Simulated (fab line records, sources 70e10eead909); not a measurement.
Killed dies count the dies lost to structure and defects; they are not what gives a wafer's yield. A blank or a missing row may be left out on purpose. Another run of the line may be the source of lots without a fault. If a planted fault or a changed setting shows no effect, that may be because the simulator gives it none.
A lot that was struck, set against a sound lot || flow nand-harc || 35 out of 1302 route steps
Sound: these wafers, L103.3, L103.4, L103.6. Struck: wafers L106.1, L106.3. (L106.4 of the same lot was not struck and is left out.) The cause comes at the end.
At each step with rows: each side's tool, then ch and its chambers, then its first start. Under that, the readings that differ: sound wafers || struck wafers || difference of the means || sigmas: that difference in standard deviations of wafers without a fault.
alike: a reading whose means differ by less than 2 such deviations, as well as words and numbers matching on both sides. not compared: withheld readings; readings where some wafer has no value; bounds like >300 that might hide an equal value; numbers whose values overlap and for which the record gives no deviation.
Wherever a step has rows on one side only, a row that says differs or no value, or a row with sigmas, the two part there. Non-overlapping numbers with no deviation appear without sigmas and do not part them. A reading that every wafer of one side lacks parts them only if that side has two wafers or more.

first, 11 steps without rows for these wafers: NHARC_THIN_TSV_ETCH_44 (etches the open film in CF4/O2, target depth 1594.2 nm, time 797.1 s); NHARC_THIN_TSV_ETCH_15 (target depth 3000 nm, bosch target overetch cycles 2, bosch etch step 2.8 s); NHARC_THIN_TSV_STRIP_45 (strips in O2); NHARC_THIN_TSV_STRIP_46 (strips in post etch residue remover, time 1200 s); NHARC_THIN_TSV_DEP_47 (deposits SiO2, target thk 200 nm); NHARC_THIN_TSV_ETCHBACK_48 (etches the open film in C4F8/Ar, target depth 1028.5 nm, time 405.17 s); NHARC_THIN_TSV_STRIP_62 (strips in N2/H2, time 20 s); NHARC_THIN_TSV_DEGAS_49 (time 120 s); NHARC_THIN_TSV_PRE_CLEAN_50 (time 30 s); NHARC_THIN_TSV_PVD_19 (deposits TaN, target thk 20 nm); NHARC_THIN_TSV_PVD_51 (deposits Cu, target thk 100 nm).
NHARC_THIN_TSV_ECD_20: material Cu, target thk 2000 nm.
  sound on ecd-cu-02 ch 0,1, day 24 11:38; struck on ecd-cu-01 ch 0,1, day 25 15:52
then, 22 steps without rows for these wafers: NHARC_THIN_TSV_ANNEAL_52 (time 90 s); NHARC_THIN_TSV_CMP_21 (polishes, t overpolish 30 s, target thk 2000 nm); NHARC_THIN_TSV_SRD_23; NHARC_THIN_TSV_DEGAS_53 (time 60 s); NHARC_THIN_TSV_PRE_CLEAN_54 (time 30 s); NHARC_THIN_TSV_PVD_55 (deposits TiN, target thk 50 nm); NHARC_THIN_TSV_PVD_24 (deposits Al, target thk 800 nm); NHARC_THIN_TSV_DEHYDRATE_25 (time 120 s); NHARC_THIN_TSV_HMDS_26 (time 30 s); NHARC_THIN_TSV_COAT_27; NHARC_THIN_TSV_SOFTBAKE_28 (time 95 s); NHARC_THIN_TSV_EBR_29; NHARC_THIN_TSV_EXPOSE_30 (exposes mask PAD); NHARC_THIN_TSV_PEB_31 (peb time 85 s); NHARC_THIN_TSV_DEVELOP_32 (time 70 s); NHARC_THIN_TSV_HARDBAKE_34 (time 80 s); NHARC_THIN_TSV_DESCUM_35 (chemistry O2, time 3 s); NHARC_THIN_TSV_ETCH_59 (etches the open film in Cl2/BCl3, target depth 880 nm, time 138.1 s); NHARC_THIN_TSV_ETCH_36 (etches the open film in Cl2/BCl3, target depth 65 nm, time 18.571 s); NHARC_THIN_TSV_STRIP_56 (strips in O2); NHARC_THIN_TSV_STRIP_57 (strips in post etch residue remover, time 1200 s); NHARC_THIN_TSV_ANNEAL_58 (time 1800 s).
NHARC_END_SORT_01:
  at this point the record logs the struck wafers (prober-02 ch 0, day 26 03:40) and has no rows for the sound ones

== WHERE THEY PART ==
Only at NHARC_END_SORT_01, as far as this record shows.

WHY: whatever the simulator had introduced
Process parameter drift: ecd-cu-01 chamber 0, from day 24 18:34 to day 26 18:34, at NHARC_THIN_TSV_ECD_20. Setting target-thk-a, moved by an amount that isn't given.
